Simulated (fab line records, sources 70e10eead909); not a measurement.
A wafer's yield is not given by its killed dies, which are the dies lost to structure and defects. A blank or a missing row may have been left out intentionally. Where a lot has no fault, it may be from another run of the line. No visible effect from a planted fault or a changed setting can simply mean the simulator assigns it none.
Chamber matching :: flow nand harc :: NHARC_P_M0_ETCH_34 on rie diel-12: 4 sister chambers
The step etches the open film in N2/H2, target depth 40 nm, overetch 12 nm, time 43.94 s. 20 wafers are shown with their chamber, then 10 later ones without.

## WAFERS, EACH WITH ITS CHAMBER
wafer: L557.2
chamber: 2
showerhead plenum p Torr (Torr): 2.00
rf vpp V (V): 429.3
oes product au (a.u.): 1.001

wafer: L557.3
chamber: 1
showerhead plenum p Torr (Torr): 2.06
rf vpp V (V): 429.9
oes product au (a.u.): 0.995

wafer: L557.6
chamber: 1
showerhead plenum p Torr (Torr): 2.06
rf vpp V (V): 430.5
oes product au (a.u.): 1.013

wafer: L559.2
chamber: 2
showerhead plenum p Torr (Torr): 2.00
rf vpp V (V): 429.8
oes product au (a.u.): 0.989

wafer: L559.5
chamber: 1
showerhead plenum p Torr (Torr): 2.06
rf vpp V (V): 430.3
oes product au (a.u.): 0.991

wafer: L559.6
chamber: 2
showerhead plenum p Torr (Torr): 2.00
rf vpp V (V): 429.3
oes product au (a.u.): 0.994

wafer: L562.2
chamber: 0
showerhead plenum p Torr (Torr): 2.05
rf vpp V (V): 431.5
oes product au (a.u.): 1.007

wafer: L562.3
chamber: 3
showerhead plenum p Torr (Torr): 2.01
rf vpp V (V): 430.1
oes product au (a.u.): 1.008

wafer: L562.5
chamber: 3
showerhead plenum p Torr (Torr): 2.01
rf vpp V (V): 428.9
oes product au (a.u.): 1.014

wafer: L564.1
chamber: 0
showerhead plenum p Torr (Torr): 2.04
rf vpp V (V): 430.8
oes product au (a.u.): 1.001

wafer: L564.3
chamber: 2
showerhead plenum p Torr (Torr): 1.99
rf vpp V (V): 429.3
oes product au (a.u.): 0.999

wafer: L564.5
chamber: 2
showerhead plenum p Torr (Torr): 1.99
rf vpp V (V): 430.0
oes product au (a.u.): 1.004

wafer: L565.4
chamber: 2
showerhead plenum p Torr (Torr): 1.99
rf vpp V (V): 428.9
oes product au (a.u.): 1.009

wafer: L565.5
chamber: 0
showerhead plenum p Torr (Torr): 2.05
rf vpp V (V): 430.0
oes product au (a.u.): 1.006

wafer: L565.6
chamber: 1
showerhead plenum p Torr (Torr): 2.05
rf vpp V (V): 430.3
oes product au (a.u.): 1.006

wafer: L568.3
chamber: 2
showerhead plenum p Torr (Torr): 1.99
rf vpp V (V): 429.5
oes product au (a.u.): 1.011

wafer: L568.4
chamber: 1
showerhead plenum p Torr (Torr): 2.05
rf vpp V (V): 430.8
oes product au (a.u.): 1.005

wafer: L568.5
chamber: 0
showerhead plenum p Torr (Torr): 2.04
rf vpp V (V): 431.3
oes product au (a.u.): 1.008

wafer: L567.4
chamber: 0
showerhead plenum p Torr (Torr): 2.04
rf vpp V (V): 432.7
oes product au (a.u.): 1.005

wafer: L567.5
chamber: 0
showerhead plenum p Torr (Torr): 2.04
rf vpp V (V): 430.7
oes product au (a.u.): 1.016

SIGNATURES (means of the wafers above)
reading: showerhead plenum p Torr
chamber 0: 2.0433
chamber 1: 2.0560
chamber 2: 1.9943
chamber 3: 2.0100
scatter within a chamber: 0.00515

reading: rf vpp V
chamber 0: 431.167
chamber 1: 430.360
chamber 2: 429.443
chamber 3: 429.500
scatter within a chamber: 0.62

reading: oes product au
chamber 0: 1.00717
chamber 1: 1.00200
chamber 2: 1.00100
chamber 3: 1.01100
scatter within a chamber: 0.00719
Rule: a wafer's distance from a chamber is the root of the sum, over the readings, of the square of ((its reading less the chamber's mean) divided by the reading's scatter). The wafer belongs to the nearest chamber; if the next one is less than 2 further off, it can't be placed. The scatter is the square root of a quotient: the sum, over the shown wafers, of each reading's squared deviation from its chamber's mean, divided by wafers minus chambers.

## WAFERS WHOSE CHAMBER IS MISSING
wafer: L567.6
showerhead plenum p Torr (Torr): 2.05
rf vpp V (V): 430.7
oes product au (a.u.): 1.015

wafer: L569.2
showerhead plenum p Torr (Torr): 2.04
rf vpp V (V): 431.2
oes product au (a.u.): 1.003

wafer: L569.5
showerhead plenum p Torr (Torr): 2.04
rf vpp V (V): 429.0
oes product au (a.u.): 1.016

wafer: L569.6
showerhead plenum p Torr (Torr): 2.05
rf vpp V (V): 431.0
oes product au (a.u.): 1.006

wafer: L571.2
showerhead plenum p Torr (Torr): 1.99
rf vpp V (V): 429.3
oes product au (a.u.): 1.007

wafer: L571.4
showerhead plenum p Torr (Torr): 2.00
rf vpp V (V): 429.2
oes product au (a.u.): 1.003

wafer: L571.5
showerhead plenum p Torr (Torr): 1.99
rf vpp V (V): 430.4
oes product au (a.u.): 0.986

wafer: L577.2
showerhead plenum p Torr (Torr): 1.99
rf vpp V (V): 428.8
oes product au (a.u.): 1.003

wafer: L577.4
showerhead plenum p Torr (Torr): 2.04
rf vpp V (V): 429.1
oes product au (a.u.): 1.002

wafer: L577.5
showerhead plenum p Torr (Torr): 1.99
rf vpp V (V): 430.0
oes product au (a.u.): 0.986

## CHAMBER TAKEN BY EACH
wafer: L567.6
from the rows above: can't be placed: 0 or 1
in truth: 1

wafer: L569.2
from the rows above: 0
in truth: 0

wafer: L569.5
from the rows above: can't be placed: 0 or 1
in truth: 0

wafer: L569.6
from the rows above: can't be placed: 0 or 1
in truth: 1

wafer: L571.2
from the rows above: 2
in truth: 2

wafer: L571.4
from the rows above: can't be placed: 2 or 3
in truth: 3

wafer: L571.5
from the rows above: 2
in truth: 2

wafer: L577.2
from the rows above: 2
in truth: 2

wafer: L577.4
from the rows above: can't be placed: 0 or 1
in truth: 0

wafer: L577.5
from the rows above: 2
in truth: 2
Correct placement for 5 of the 10. These rows do not allow placing 5 (true chamber among the candidates in 5). 0 placed wrongly.
